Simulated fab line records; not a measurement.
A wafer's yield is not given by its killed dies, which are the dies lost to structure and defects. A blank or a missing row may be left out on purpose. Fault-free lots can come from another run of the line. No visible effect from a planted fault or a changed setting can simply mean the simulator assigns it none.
fab line records ; flow n5-finfet
[record] lots = 8; wafers = 23; last-day = 17
route steps=1938 shown HKMG_FIN@433 BEOL_M4@1111 PASSIVATION@1936
lots that met no fault: taken from a fault-free run of the same line
start-h: hours from the record's first day to the start of the lot's first wafer shown ; wait-h: time in hours since the lot's previous step ; " same as the row above ; L1.1+2: a single row standing in for several wafers ; - value missing, or start not given ; * or withheld: withheld ; < > ~ a bound
route shown NAME@n: NAME is a module with steps in the file, n the number in the route of the first one ; usual: the fault-free wafers' mean and standard deviation ; same: alike in all rows ; chamber/n: place in a boat ; sites: per-site readings ; _std_site: the values' standard deviation ; _edge_site: the outer-site mean with the inner-site mean subtracted ; radius-mm: how far each site lies from the wafer's centre ; mask NAME#n: copy n ; behind: tool/chamber where the wafer was last shaped ; hold: what put the lot on hold/how long, in hours/how the hold closed ; device: the transistor (n, p or np) that didn't switch ; end of line: at the end of the route, the tests of the same wafers ; a step without rows: its recipe alone ; killed: count of dies lost to structure and defects at first sort (not the wafer's yield) ; map: the dies of a wafer, with x for killed, . for not killed, _ for no die there
set.NAME: the setting the step ran with; set.NAME@STEP: the setting that earlier step ran with ; model.NAME: the simulator's own value behind a step, which no gauge read
a sample of lots followed through the steps of the route, with each step as a table and each wafer as a row
services: the hour from which a tool's chamber was out of use, counted from the record's first day as start-h (under 0 if before that day), plus the number of hours and why
[[steps]]
[step N5_HKMG_FIN_DESCUM_17]
[recipe] chemistry = O2; time-s = 7.9; source-power-w = 50; bias-power-w = 20; pressure-mtorr = 20; rf-frequency-hz = 2.712e+07; temp-c = 40; resist = CAR-ArF; o2-flow-sccm = 225
[usual] drypump-motor-current-A = 5.8/0.49; oes-product-au = 0.77/0.061; rf-vpp-V = 243.3/1.4; showerhead-plenum-p-Torr = 2.10/0.077; throttle-valve-pct = 20.50/0.2
lot.wafer;tool;chamber;start-h;wait-h;drypump-motor-current-A;oes-product-au;rf-hours-counter-h;rf-vpp-V;showerhead-plenum-p-Torr;throttle-valve-pct
L537.1;rie-diel-01;2;75.24;0.0;6.0;0.76;186;242.0;2.07;20.59
L537.2;rie-diel-01;1;75.24;0.0;5.9;0.78;147;242.0;2.02;20.40
L537.6;rie-diel-01;2;75.24;0.0;6.1;0.75;-;241.0;2.07;20.62
L543.4;rie-diel-04;2;110.45;0.0;6.0;0.72;-;244.6;2.15;20.60
L543.5;rie-diel-04;3;110.45;0.0;6.7;0.90;-;245.8;2.23;20.24
L543.6;rie-diel-04;0;110.45;0.0;5.8;0.81;-;241.9;2.02;20.18
L544.2;rie-diel-05;3;117.76;0.7;5.6;0.74;164;243.3;2.01;20.82
L544.3;rie-diel-05;1;117.76;0.7;5.0;0.88;37;244.6;2.13;20.44
L544.4;rie-diel-05;2;117.76;0.7;6.1;0.73;179;245.3;2.17;20.68
L545.2;rie-diel-01;2;123.42;0.0;6.0;0.73;203;243.3;2.06;20.64
L545.3;rie-diel-01;0;123.42;0.0;5.5;0.82;72;240.9;2.03;20.59
L545.5;rie-diel-01;3;123.42;0.0;5.1;0.71;-;243.7;2.16;20.37
L546.2;rie-diel-04;2;129.35;0.0;6.0;0.71;217;243.9;2.15;20.62
L546.3;rie-diel-04;1;129.35;0.0;5.7;0.81;101;242.1;2.03;20.30
L546.5;rie-diel-04;2;129.35;0.0;6.0;0.71;-;244.8;2.15;20.63
L549.3;rie-diel-04;3;153.76;0.0;6.7;0.87;57;244.6;2.22;20.28
L549.6;rie-diel-04;0;153.76;0.0;5.8;0.79;-;242.4;2.02;20.19
L556.1;rie-diel-04;2;189.79;0.1;6.0;0.69;239;243.9;2.14;20.65
L556.4;rie-diel-04;3;189.79;0.1;6.7;0.85;69;245.2;2.22;20.30
L556.5;rie-diel-04;0;189.79;0.1;5.8;0.77;-;242.2;2.01;20.21
L559.2;rie-diel-01;2;206.42;0.0;6.0;0.70;234;244.2;2.05;20.68
L559.3;rie-diel-01;3;206.42;0.0;5.1;0.69;244;245.2;2.15;20.43
L559.5;rie-diel-01;0;206.42;0.0;5.5;0.79;-;243.0;2.02;20.63
[step N5_HKMG_FIN_ETCH_31]
[recipe] chemistry = CF4; target = SiARC; target-depth-a = 455; mask-material = CAR-ArF; time-s = 75.8; ion-energy-ev = 80; pressure-mtorr = 40; source-w = 545; bias-w = 36; Ar_flow_sccm = 100; cf4-flow-sccm = 100; ends = cleared
[usual] drypump-motor-current-A = 5.8/0.49; etch-rf-on-time-s = 75.7/0.85; oes-product-au = 0.66/0.051; rf-vpp-V = 184.1/1.3; showerhead-plenum-p-Torr = 2.15/0.075; throttle-valve-pct = 15.69/0.21
lot.wafer;tool;chamber;start-h;wait-h;drypump-motor-current-A;etch-rf-on-time-s;oes-product-au;rf-hours-counter-h;rf-vpp-V;showerhead-plenum-p-Torr;throttle-valve-pct
L537.1;rie-diel-01;2;75.28;0.0;6.0;76.7;0.64;186;184.5;2.13;15.90
L537.2;rie-diel-01;1;75.28;0.0;5.9;76.5;0.65;147;181.7;2.06;15.53
L537.6;rie-diel-01;2;75.28;0.0;6.0;76.4;0.64;-;185.2;2.13;15.91
L543.4;rie-diel-04;2;110.50;0.0;6.0;76.8;0.60;-;183.8;2.20;15.81
L543.5;rie-diel-04;3;110.50;0.0;6.7;75.7;0.76;-;186.4;2.27;15.39
L543.6;rie-diel-04;0;110.50;0.0;5.8;76.0;0.67;-;182.1;2.07;15.38
L544.2;rie-diel-05;3;117.79;0.0;5.6;76.5;0.63;164;182.8;2.06;15.95
L544.3;rie-diel-05;1;117.79;0.0;5.0;75.5;0.76;37;182.9;2.18;15.54
L544.4;rie-diel-05;2;117.79;0.0;6.1;76.1;0.64;179;183.9;2.22;15.83
L545.2;rie-diel-01;2;123.45;0.0;6.0;75.2;0.63;203;184.8;2.13;15.95
L545.3;rie-diel-01;0;123.45;0.0;5.5;74.3;0.70;72;183.7;2.08;15.68
L545.5;rie-diel-01;3;123.45;0.0;5.1;75.4;0.61;-;183.6;2.21;15.64
L546.2;rie-diel-04;2;129.39;0.0;6.0;77.4;0.60;217;185.7;2.20;15.84
L546.3;rie-diel-04;1;129.39;0.0;5.6;73.7;0.70;101;185.0;2.08;15.48
L546.5;rie-diel-04;2;129.39;0.0;6.0;76.6;0.60;-;184.5;2.20;15.83
L549.3;rie-diel-04;3;153.80;0.0;6.7;75.3;0.75;57;184.8;2.26;15.40
L549.6;rie-diel-04;0;153.80;0.0;5.8;76.0;0.66;-;184.6;2.07;15.40
L556.1;rie-diel-04;2;189.83;0.0;6.0;76.9;0.59;239;184.2;2.19;15.88
L556.4;rie-diel-04;3;189.83;0.0;6.7;75.5;0.73;69;185.7;2.26;15.43
L556.5;rie-diel-04;0;189.83;0.0;5.8;76.0;0.65;-;182.2;2.06;15.43
L559.2;rie-diel-01;2;206.45;0.0;6.0;75.8;0.61;234;182.5;2.12;16.03
L559.3;rie-diel-01;3;206.45;0.0;5.1;75.6;0.59;244;184.7;2.20;15.69
L559.5;rie-diel-01;0;206.45;0.0;5.5;75.0;0.66;-;182.8;2.07;15.76
[step N5_HKMG_FIN_NWFM_ALD_20]
[recipe] material = TiAlC; target-thk-a = 20; temp-c = 300; ald-precursor-family = TiCl4; ald-co-reactant = TEA; pulse-time-s = 3; purge-time-s = 2; co-reactant-purge-time-s = 2; co-reactant-pulse-time-s = 10; ald-cycles = 7; pressure-torr = 3
[usual] ald-cycles = 7/0; heater-power-w = 478/47; precursor-pulse-height-rel = 1.001/0.018
[same] co-reactant-pulse-time-s = 10; purge-time-s = 2
lot.wafer;tool;chamber;start-h;wait-h;ald-cycles;heater-power-w;precursor-pulse-height-rel;since-wet-clean-h
L537.1;ald-metal-04;3;77.38;0.3;7;428;1.012;4356
L537.2;ald-metal-04;1;77.38;0.3;7;514;0.997;4356
L537.6;ald-metal-04;2;77.38;0.3;7;483;1.008;-
L543.4;ald-metal-04;2;112.40;0.1;7;476;0.966;4391
L543.5;ald-metal-04;3;112.40;0.1;7;420;0.977;-
L543.6;ald-metal-04;0;112.40;0.1;7;508;0.995;-
L544.2;ald-metal-01;2;119.91;0.3;7;491;0.979;1321
L544.3;ald-metal-01;1;119.91;0.3;7;482;1.001;1321
L544.4;ald-metal-01;3;119.91;0.3;7;519;1.031;1321
L545.2;ald-metal-04;2;125.46;0.3;7;472;0.993;4404
L545.3;ald-metal-04;1;125.46;0.3;6;520;0.993;4404
L545.5;ald-metal-04;2;125.46;0.3;6;485;1.011;-
L546.2;ald-metal-04;2;131.30;0.3;7;485;0.989;4410
L546.3;ald-metal-04;0;131.30;0.3;6;493;1.005;4410
L546.5;ald-metal-04;0;131.30;0.3;6;495;0.963;-
L549.3;ald-metal-04;1;155.72;0.1;6;520;1.036;4434
L549.6;ald-metal-04;0;155.72;0.1;7;497;1.010;-
L556.1;ald-metal-03;0;191.74;0.3;7;391;1.005;6009
L556.4;ald-metal-03;1;191.74;0.3;7;466;0.989;6009
L556.5;ald-metal-03;0;191.74;0.3;7;394;1.008;-
L559.2;ald-metal-03;0;208.38;0.3;7;387;1.010;6025
L559.3;ald-metal-03;1;208.38;0.3;7;459;1.003;6025
L559.5;ald-metal-03;3;208.38;0.3;7;434;1.044;-
[step N5_HKMG_FIN_ALD_72]
[recipe] material = W; target-thk-a = 20; temp-c = 300; pressure-torr = 7.5; ald-precursor-family = WF6; ald-co-reactant = B2H6; pulse-time-s = 1; purge-time-s = 2; co-reactant-purge-time-s = 2; co-reactant-pulse-time-s = 3; ald-cycles = 7
[usual] ald-cycles = 7/0; heater-power-w = 515/32; precursor-pulse-height-rel = 1.002/0.021
[same] co-reactant-pulse-time-s = 3; purge-time-s = 2
lot.wafer;tool;chamber;start-h;wait-h;ald-cycles;heater-power-w;precursor-pulse-height-rel;since-wet-clean-h
L537.1;cvd-w-02;0;78.92;0.2;7;477;0.989;761
L537.2;cvd-w-02;1;78.92;0.2;7;490;0.996;761
L537.6;cvd-w-02;0;78.92;0.2;7;460;1.012;-
L543.4;cvd-w-02;1;113.97;0.2;7;484;1.013;-
L543.5;cvd-w-02;1;113.97;0.2;7;482;0.991;-
L543.6;cvd-w-02;0;113.97;0.2;7;472;0.998;-
L544.2;cvd-w-01;1;121.46;0.2;7;530;0.994;289
L544.3;cvd-w-01;0;121.46;0.2;7;537;1.019;-
L544.4;cvd-w-01;1;121.46;0.2;7;533;1.009;-
L545.2;cvd-w-01;0;127.01;0.2;7;550;1.003;295
L545.3;cvd-w-01;0;127.01;0.2;7;545;1.003;-
L545.5;cvd-w-01;1;127.01;0.2;7;541;0.990;-
L546.2;cvd-w-02;1;132.85;0.2;7;485;0.998;815
L546.3;cvd-w-02;1;132.85;0.2;7;495;0.998;-
L546.5;cvd-w-02;0;132.85;0.2;7;455;1.001;-
L549.3;cvd-w-02;0;157.43;0.2;7;463;1.011;-
L549.6;cvd-w-02;0;157.43;0.2;7;467;0.987;-
L556.1;cvd-w-02;0;193.29;0.2;7;480;1.015;875
L556.4;cvd-w-02;1;193.29;0.2;7;499;0.978;-
L556.5;cvd-w-02;1;193.29;0.2;7;488;1.026;-
L559.2;cvd-w-02;1;210.28;0.2;7;503;1.015;892
L559.3;cvd-w-02;1;210.28;0.2;7;491;0.999;-
L559.5;cvd-w-02;0;210.28;0.2;7;473;0.976;-
[step N5_BEOL_M4_RC_MEAS_101]
[usual] DIBL_N = 36.0/1.4; DIBL_P = 36.1/1.4; IOFF_N = 0.153/0.02; IOFF_N_85C = 3.0/0.33; IOFF_N_LIN = 0.072/0.0076; IOFF_N_LONG = 5.54e-05/2.3e-06; IOFF_P = 0.211/0.026; IOFF_P_LIN = 0.101/0.01; IOFF_P_LONG = 0.000107/8.3e-06; ION_N = 673/8.7; ION_P = 463/6.7; SS_N = 71.5/0.5; SS_P = 73.3/0.54; VT_N = 250.1/2.4; VT_N_LONG = 274.6/1.8; VT_N_LVT = 98.6/2.4; VT_P = -250.2/2.9; VT_P_LONG = -275.1/2.5; VT_P_LVT = -98.4/2.5
lot.wafer;tool;chamber;start-h;wait-h;DIBL_N[mV/V];DIBL_P[mV/V];IOFF_N[nA/um];IOFF_N_85C[nA/um];IOFF_N_LIN[nA/um];IOFF_N_LONG[nA/um];IOFF_P[nA/um];IOFF_P_LIN[nA/um];IOFF_P_LONG[nA/um];ION_N[uA/um];ION_P[uA/um];SS_N[mV/dec];SS_P[mV/dec];VT_N[mV];VT_N_LONG[mV];VT_N_LVT[mV];VT_P[mV];VT_P_LONG[mV];VT_P_LVT[mV]
L537.1;prober-02;0;180.51;0.0;35.0;36.0;0.147;3.0;0.073;5.66e-05;0.215;0.102;0.000112;681;478;70.4;72.5;248.7;275.9;95.5;-247.8;-274.1;-95.5
L537.2;prober-02;0;180.51;0.0;34.5;34.9;0.134;2.7;0.066;5.73e-05;0.201;0.098;0.000112;671;469;71.1;72.2;251.1;275.1;96.6;-247.9;-274.8;-95.9
L537.6;prober-02;0;180.51;0.0;35.7;36.5;0.149;3.0;0.072;5.63e-05;0.231;0.107;0.000116;675;472;71.2;72.7;250.3;274.6;97.8;-247.5;-274.5;-95.4
L543.4;prober-01;0;217.07;0.5;36.3;36.8;0.154;3.0;0.072;5.27e-05;0.216;0.102;9.8e-05;672;462;71.3;73.6;253.1;278.6;97.8;-250.0;-276.4;-98.5
L543.5;prober-01;0;217.07;0.5;34.7;34.4;0.122;2.5;0.059;5.26e-05;0.195;0.096;9.9e-05;658;461;70.6;72.6;253.3;276.8;103.4;-252.4;-272.8;-99.4
L543.6;prober-01;0;217.07;0.5;35.5;34.8;0.134;2.7;0.063;5.28e-05;0.189;0.094;9.9e-05;662;455;71.8;72.5;253.9;276.2;101.8;-252.3;-276.7;-100.0
L544.2;prober-01;0;230.93;0.2;34.6;35.6;0.142;2.8;0.069;5.53e-05;0.207;0.099;0.000112;669;465;71.8;73.1;251.7;273.7;101.3;-248.8;-276.0;-99.4
L544.3;prober-01;0;230.93;0.2;34.5;34.9;0.141;2.8;0.067;5.65e-05;0.189;0.092;0.000104;669;454;71.3;73.5;252.4;273.5;102.2;-252.2;-274.5;-101.2
L544.4;prober-01;0;230.93;0.2;35.4;36.6;0.153;3.0;0.072;5.48e-05;0.216;0.102;0.000106;672;465;71.6;73.7;249.5;275.1;100.6;-251.7;-274.9;-99.0
L545.2;prober-01;0;239.37;0.2;37.4;38.2;0.177;3.3;0.079;5.68e-05;0.241;0.112;0.000112;680;465;72.0;73.2;249.7;276.3;97.5;-247.3;-273.5;-97.1
L545.3;prober-01;0;239.37;0.2;36.4;36.8;0.074;1.6;0.034;3.53e-05;0.267;0.127;0.000133;628;475;71.5;72.6;270.2;294.7;119.7;-241.5;-268.7;-93.3
L545.5;prober-01;0;239.37;0.2;38.7;39.7;0.098;2.0;0.043;3.54e-05;0.336;0.151;0.000134;640;478;72.2;73.7;269.7;297.6;116.6;-240.5;-268.3;-88.7
L546.2;prober-01;0;246.75;0.2;34.6;35.7;0.140;2.8;0.066;5.57e-05;0.202;0.099;0.00011;667;464;71.3;73.1;250.4;275.8;99.2;-249.8;-274.0;-97.8
L546.3;prober-01;0;246.75;0.2;34.2;35.0;0.057;1.3;0.028;3.46e-05;0.236;0.117;0.000128;621;473;70.6;73.6;274.8;296.7;122.4;-243.0;-267.2;-91.8
L546.5;prober-01;0;246.75;0.2;35.7;36.7;0.068;1.6;0.032;3.54e-05;0.270;0.130;0.000128;633;478;72.0;73.2;271.8;294.3;120.1;-242.4;-265.1;-91.4
L549.3;prober-02;0;273.03;0.6;35.7;35.6;0.072;1.6;0.034;3.54e-05;0.254;0.122;0.000132;628;475;71.9;72.5;269.3;299.2;119.0;-245.9;-265.7;-92.7
L549.6;prober-02;0;273.03;0.6;34.3;34.4;0.142;2.8;0.068;5.63e-05;0.192;0.096;0.000108;664;461;71.4;73.1;251.3;276.2;98.5;-252.7;-274.8;-99.8
L556.1;prober-01;0;301.87;0.0;35.8;35.7;0.150;3.1;0.071;5.77e-05;0.221;0.106;0.000118;679;477;71.8;73.2;247.9;272.3;98.7;-248.5;-271.1;-95.6
L556.4;prober-01;0;301.87;0.0;36.2;34.8;0.147;3.0;0.071;5.7e-05;0.208;0.101;0.000116;670;462;71.2;73.2;248.4;274.3;97.8;-249.6;-273.1;-96.9
L556.5;prober-01;0;301.87;0.0;35.2;34.3;0.133;2.7;0.065;5.79e-05;0.194;0.095;0.000116;660;463;71.2;72.6;251.4;274.4;100.7;-251.8;-273.2;-98.0
L559.2;prober-01;0;307.19;0.2;35.5;34.3;0.139;2.7;0.066;5.83e-05;0.185;0.092;0.000103;659;456;71.2;72.3;250.1;274.5;98.1;-250.4;-275.7;-97.5
L559.3;prober-01;0;307.19;0.2;35.1;34.3;0.139;2.7;0.068;5.85e-05;0.189;0.093;0.000108;669;459;71.4;72.9;253.1;274.0;98.6;-250.0;-274.0;-97.0
L559.5;prober-01;0;307.19;0.2;36.6;35.9;0.153;2.9;0.071;5.73e-05;0.216;0.100;0.000106;662;462;71.1;72.4;252.1;274.3;96.9;-251.4;-276.5;-95.4
[step N5_PASSIVATION_PROBE_49]
[usual] defect-limited-yield = 91.2/1.4; killed_at_M0_to_M3 = 34/9.7; killed_at_M4_up = 14/5.2; killed-at-contacts = 13/6.7; killed-at-front-end = 39/11; killed-at-other = 3.6/2.6; killed-dies = 104/17; killed-open = 69/12; killed-short = 34/8.2; sort_bin_5_function = 5.3/0.89; sort_bin_6_memory = 3.2/0.69; sort_bin_8_speed = 0/0; sort-n-pass = 1076/17; sort-yield-pct = 91.2/1.4
[same] gross-dies = 1180; killed-at-back-side = 0; sort_bin_4_leakage[%] = 0
lot.wafer;tool;chamber;start-h;wait-h;defect-limited-yield[%];killed_at_M0_to_M3;killed_at_M4_up;killed-at-contacts;killed-at-front-end;killed-at-other;killed-dies;killed-open;killed-short;sort_bin_5_function[%];sort_bin_6_memory[%];sort_bin_8_speed[%];sort-n-pass;sort-yield-pct[%]
L543.4;prober-02;-;323.95;0.2;91.4;39;20;6;31;5;101;72;29;4.7;3.5;0;1079;91.4
L543.5;prober-02;-;324.00;0.2;92.8;27;11;13;32;2;85;51;33;4.7;2.3;0;1095;92.8
L543.6;prober-02;-;324.05;0.3;90.5;40;14;10;39;9;112;76;36;6.0;3.0;0;1068;90.5
L544.2;prober-02;-;333.02;0.1;91.3;45;12;13;31;2;103;65;37;5.2;3.1;0;1077;91.3
L544.3;prober-02;-;333.07;0.1;94.6;15;7;10;26;6;64;37;26;3.5;1.5;0;1116;94.6
L544.4;prober-02;-;333.12;0.2;90.5;30;15;35;29;3;112;71;37;5.6;3.4;0;1068;90.5
L545.2;prober-02;-;348.57;0.1;90.4;48;16;15;33;1;113;73;40;5.9;3.1;0;1067;90.4
L545.3;prober-02;-;348.62;0.1;90.8;37;22;17;27;6;109;71;38;6.2;3.0;22.12;810;68.6
L545.5;prober-02;-;348.72;0.2;89.9;47;17;16;37;2;119;84;35;5.9;3.7;3.47;1020;86.4
L546.2;prober-01;-;353.68;0.1;92.2;30;11;6;41;4;92;52;38;4.7;3.0;0;1088;92.2
L546.3;prober-01;-;353.73;0.1;92.2;30;11;2;48;1;92;68;23;4.3;3.1;55.68;431;36.5
L546.5;prober-01;-;353.83;0.2;91.9;36;7;5;43;5;96;57;38;4.5;3.4;17.12;882;74.7
L549.3;prober-01;-;386.53;0.1;89.8;40;24;13;42;1;120;80;40;5.3;4.6;14.49;889;75.3
L549.6;prober-01;-;386.68;0.3;88.5;40;19;20;52;5;136;89;47;6.6;4.5;0;1044;88.5
L559.2;prober-02;-;415.21;0.1;88.2;41;27;11;58;2;139;93;46;7.2;4.2;0;1041;88.2
L559.3;prober-02;-;415.26;0.1;90.4;39;17;6;48;3;113;68;45;5.5;4.0;0;1067;90.4
L559.5;prober-02;-;415.36;0.2;90.0;56;12;13;35;2;118;70;47;5.8;3.6;0;1062;90.0
L556.1;prober-01;-;416.19;0.0;93.1;20;21;2;34;5;82;60;22;4.2;2.6;0;1098;93.1
L556.4;prober-01;-;416.34;0.2;90.7;19;22;11;45;13;110;74;36;5.2;3.6;0;1070;90.7
L556.5;prober-01;-;416.39;0.2;91.0;30;14;12;49;1;106;73;33;5.8;2.7;0;1074;91.0
// killed by level:class
L543.4 BEOL_M4:geometric-particle:open=11 BEOL_M3:geometric-particle:open=8 BEOL_M0_SAQP:geometric-particle:open=7 BEOL_M2:geometric-particle:open=7 DUMMY_GATE:geometric-particle:open=6 MOL_CONTACT_COAG:geometric-particle:open=5 BEOL_M1:geometric-particle:open=5 FIN_SAQP:geometric-particle:short=4
L543.5 BEOL_M0_SAQP:geometric-particle:open=10 FIN_SAQP:geometric-particle:short=9 MOL_CONTACT_COAG:geometric-particle:open=9 FIN_SAQP:geometric-particle:open=6 BEOL_M0_SAQP:geometric-particle:short=5 MOL_CONTACT_COAG:geometric-particle:short=4 BEOL_M3:geometric-particle:open=4 BEOL_M5:geometric-particle:open=4
L543.6 STI_FIN_REVEAL:geometric-particle:open=12 BEOL_M0_SAQP:geometric-particle:open=12 FIN_SAQP:geometric-particle:open=9 BEOL_M4:geometric-particle:open=9 FIN_SAQP:geometric-particle:short=8 MOL_CONTACT_COAG:geometric-particle:open=7 BEOL_M2:geometric-particle:open=7 BEOL_M0_SAQP:geometric-particle:short=6
L544.2 BEOL_M0_SAQP:geometric-particle:short=14 BEOL_M0_SAQP:geometric-particle:open=13 MOL_CONTACT_COAG:geometric-particle:open=10 DUMMY_GATE:geometric-particle:open=8 BEOL_M2:geometric-particle:open=5 BEOL_M3:geometric-particle:open=5 FIN_SAQP:geometric-particle:open=4 DUMMY_GATE:geometric-particle:short=4
L544.3 MOL_CONTACT_COAG:geometric-particle:open=10 ILD0:geometric-particle:short=6 FIN_SAQP:geometric-particle:short=4 GATE_CUT:geometric-particle:short=4 BEOL_M0_SAQP:geometric-particle:short=4 BEOL_M1:geometric-particle:open=3 BEOL_M3:geometric-particle:open=3 BEOL_M5:geometric-particle:open=3
L544.4 MOL_CONTACT_COAG:geometric-particle:open=31 BEOL_M0_SAQP:geometric-particle:open=12 FIN_SAQP:geometric-particle:short=7 ILD0:geometric-particle:short=6 BEOL_M0_SAQP:geometric-particle:short=6 ILD0:geometric-particle:open=4 MOL_CONTACT_COAG:geometric-particle:short=4 BEOL_M2:geometric-particle:open=3
L545.2 BEOL_M0_SAQP:geometric-particle:short=14 BEOL_M1:geometric-particle:open=14 MOL_CONTACT_COAG:geometric-particle:open=13 BEOL_M0_SAQP:geometric-particle:open=9 DUMMY_GATE:geometric-particle:open=7 FIN_SAQP:geometric-particle:short=6 BEOL_M4:geometric-particle:open=6 BEOL_M2:geometric-particle:open=5
L545.3 MOL_CONTACT_COAG:geometric-particle:open=12 BEOL_M1:geometric-particle:open=11 BEOL_M4:geometric-particle:open=9 DUMMY_GATE:geometric-particle:open=8 BEOL_M0_SAQP:geometric-particle:open=8 BEOL_M0_SAQP:geometric-particle:short=7 FIN_SAQP:geometric-particle:short=5 STI_FIN_REVEAL:geometric-particle:open=5
L545.5 BEOL_M1:geometric-particle:open=18 MOL_CONTACT_COAG:geometric-particle:open=12 STI_FIN_REVEAL:geometric-particle:open=8 BEOL_M4:geometric-particle:open=8 BEOL_M3:geometric-particle:open=7 FIN_SAQP:geometric-particle:short=6 DUMMY_GATE:geometric-particle:open=5 GATE_CUT:geometric-particle:short=5
L546.2 FIN_SAQP:geometric-particle:open=13 FIN_SAQP:geometric-particle:short=12 MOL_CONTACT_COAG:geometric-particle:open=6 BEOL_M1:geometric-particle:open=6 STI_FIN_REVEAL:geometric-particle:open=5 BEOL_M3:geometric-particle:open=5 BEOL_M2:geometric-particle:short=4 BEOL_M4:geometric-particle:short=4
L546.3 FIN_SAQP:geometric-particle:open=13 BEOL_M3:geometric-particle:open=13 FIN_SAQP:geometric-particle:short=10 STI_FIN_REVEAL:geometric-particle:open=10 BEOL_M1:geometric-particle:open=8 BEOL_M4:geometric-particle:open=6 BEOL_M5:geometric-particle:open=5 BEOL_M0_SAQP:geometric-particle:open=3
L546.5 FIN_SAQP:geometric-particle:short=16 BEOL_M1:geometric-particle:open=10 FIN_SAQP:geometric-particle:open=9 STI_FIN_REVEAL:geometric-particle:open=6 BEOL_M0_SAQP:geometric-particle:short=5 STARTING-WAFER:geometric-particle:open=4 BEOL_M0_SAQP:geometric-particle:open=4 BEOL_M3:geometric-particle:open=4
L549.3 BEOL_M4:geometric-particle:open=17 BEOL_M0_SAQP:geometric-particle:open=13 STI_FIN_REVEAL:geometric-particle:open=10 FIN_SAQP:geometric-particle:short=9 BEOL_M0_SAQP:geometric-particle:short=9 MOL_CONTACT_COAG:geometric-particle:open=8 BEOL_M2:geometric-particle:open=8 FIN_SAQP:geometric-particle:open=6
L549.6 MOL_CONTACT_COAG:geometric-particle:open=17 STI_FIN_REVEAL:geometric-particle:open=11 FIN_SAQP:geometric-particle:open=9 FIN_SAQP:geometric-particle:short=9 BEOL_M4:geometric-particle:open=9 BEOL_M0_SAQP:geometric-particle:short=8 BEOL_M0_SAQP:geometric-particle:open=8 BEOL_M3:geometric-particle:open=8
L559.2 FIN_SAQP:geometric-particle:open=18 BEOL_M4:geometric-particle:open=18 BEOL_M0_SAQP:geometric-particle:short=17 STI_FIN_REVEAL:geometric-particle:open=15 BEOL_M0_SAQP:geometric-particle:open=9 MOL_CONTACT_COAG:geometric-particle:open=8 BEOL_M1:geometric-particle:open=8 FIN_SAQP:geometric-particle:short=7
L559.3 FIN_SAQP:geometric-particle:short=16 FIN_SAQP:geometric-particle:open=14 BEOL_M0_SAQP:geometric-particle:short=13 BEOL_M0_SAQP:geometric-particle:open=12 BEOL_M4:geometric-particle:open=9 BEOL_M1:geometric-particle:open=8 MOL_CONTACT_COAG:geometric-particle:open=5 GATE_CUT:geometric-particle:short=4
L559.5 BEOL_M0_SAQP:geometric-particle:short=26 BEOL_M0_SAQP:geometric-particle:open=18 FIN_SAQP:geometric-particle:open=10 MOL_CONTACT_COAG:geometric-particle:open=9 FIN_SAQP:geometric-particle:short=8 BEOL_M3:geometric-particle:open=6 BEOL_M4:geometric-particle:open=5 STI_FIN_REVEAL:geometric-particle:open=4
L556.1 FIN_SAQP:geometric-particle:open=11 BEOL_M4:geometric-particle:open=11 BEOL_M7:geometric-particle:open=6 GATE_CUT:geometric-particle:open=5 BEOL_M1:geometric-particle:open=5 GATE_CUT:geometric-particle:short=4 STARTING-WAFER:geometric-particle:short=4 BEOL_M0_SAQP:geometric-particle:open=3
L556.4 FIN_SAQP:geometric-particle:open=23 MOL_CONTACT_COAG:geometric-particle:open=9 BEOL_M4:geometric-particle:open=8 BEOL_M0_SAQP:geometric-particle:open=7 BEOL_M0_SAQP:geometric-particle:short=6 GATE_CUT:geometric-particle:short=5 FIN_SAQP:geometric-particle:short=4 BEOL_M4:geometric-particle:short=4
L556.5 FIN_SAQP:geometric-particle:open=13 MOL_CONTACT_COAG:geometric-particle:open=10 GATE_CUT:geometric-particle:short=8 BEOL_M0_SAQP:geometric-particle:short=7 FIN_SAQP:geometric-particle:short=6 DUMMY_GATE:geometric-particle:open=6 BEOL_M0_SAQP:geometric-particle:open=6 BEOL_M2:geometric-particle:open=6
[[services]]
tool;chamber;start-h;hours;kind
ald-metal-04;-;52.65;0.4;repair
cvd-w-01;1;59.20;2.5;repair
ald-metal-03;0;70.74;26.2;repair
ald-metal-04;-;71.61;2.8;pm
rie-diel-01;3;79.02;4.8;repair
cvd-w-02;-;84.31;0.8;repair
rie-diel-01;2;95.07;1.2;repair
ald-metal-03;-;96.12;0.6;repair
rie-diel-04;1;104.65;18.0;repair
cvd-w-02;-;125.47;6.9;pm
ald-metal-01;-;132.06;8.7;pm
ald-metal-04;-;140.90;0.4;repair
cvd-w-02;-;185.06;0.7;repair
rie-diel-05;2;191.66;1.2;repair
cvd-w-02;-;199.79;1.1;repair
[[key]]
[first-sign] step = N5_HKMG_FIN_NWFM_ALD_20; reading = ald-cycles; direction = down; sigmas = 99+; usual = *; struck = *
[effect] step = N5_BEOL_M4_RC_MEAS_101; reading = VT_N_LONG; direction = up; sigmas = 12; usual = 274.6; struck = 296.5
[effect] step = N5_BEOL_M4_RC_MEAS_101; reading = VT_N; direction = up; sigmas = 8.9; usual = 250.1; struck = 271.2
[effect] step = N5_BEOL_M4_RC_MEAS_101; reading = IOFF_N_LONG; direction = down; sigmas = 8.9; usual = 5.54e-05; struck = 3.52e-05
[effect] step = N5_BEOL_M4_RC_MEAS_101; reading = VT_N_LVT; direction = up; sigmas = 8.6; usual = 98.6; struck = 119.6
[effect] step = N5_BEOL_M4_RC_MEAS_101; reading = ION_N; direction = down; sigmas = 5; usual = 673; struck = 630
[effect] step = N5_BEOL_M4_RC_MEAS_101; reading = IOFF_N_LIN; direction = down; sigmas = 5; usual = 0.072; struck = 0.034
[effect] step = N5_BEOL_M4_RC_MEAS_101; reading = IOFF_N_85C; direction = down; sigmas = 4.3; usual = 3.0; struck = 1.6
[effect] step = N5_BEOL_M4_RC_MEAS_101; reading = IOFF_N; direction = down; sigmas = 4; usual = 0.153; struck = 0.074
[effect] step = N5_BEOL_M4_RC_MEAS_101; reading = VT_P_LONG; direction = up; sigmas = 3.2; usual = -275.1; struck = -267.0
[effect] step = N5_BEOL_M4_RC_MEAS_101; reading = IOFF_P_LONG; direction = up; sigmas = 2.9; usual = 0.000107; struck = 0.000131
[effect] step = N5_BEOL_M4_RC_MEAS_101; reading = IOFF_P_LIN; direction = up; sigmas = 2.8; usual = 0.101; struck = 0.129
[effect] step = N5_BEOL_M4_RC_MEAS_101; reading = VT_P_LVT; direction = up; sigmas = 2.8; usual = -98.4; struck = -91.6
[effect] step = N5_PASSIVATION_PROBE_49; reading = sort_bin_8_speed; direction = up; sigmas = 99+; usual = 0; struck = 22.58
met-at N5_HKMG_FIN_NWFM_ALD_20
struck-lots L545,L546,L549
struck-wafers L545.3,L545.5,L546.3,L546.5,L549.3
not-acting-at N5_HKMG_FIN_DESCUM_17,N5_HKMG_FIN_ETCH_31,N5_HKMG_FIN_ALD_72
onset-between 112.40 125.46
[fault] kind = process-parameter-drift; tool = ald-metal-04; chamber = -; onset-h = 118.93; steps = N5_HKMG_FIN_NWFM_ALD_20; channel = ald-cycles; offset = *; shape = step; end-h = 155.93; scope = struck-wafers-only; acts-in = *; stated = *
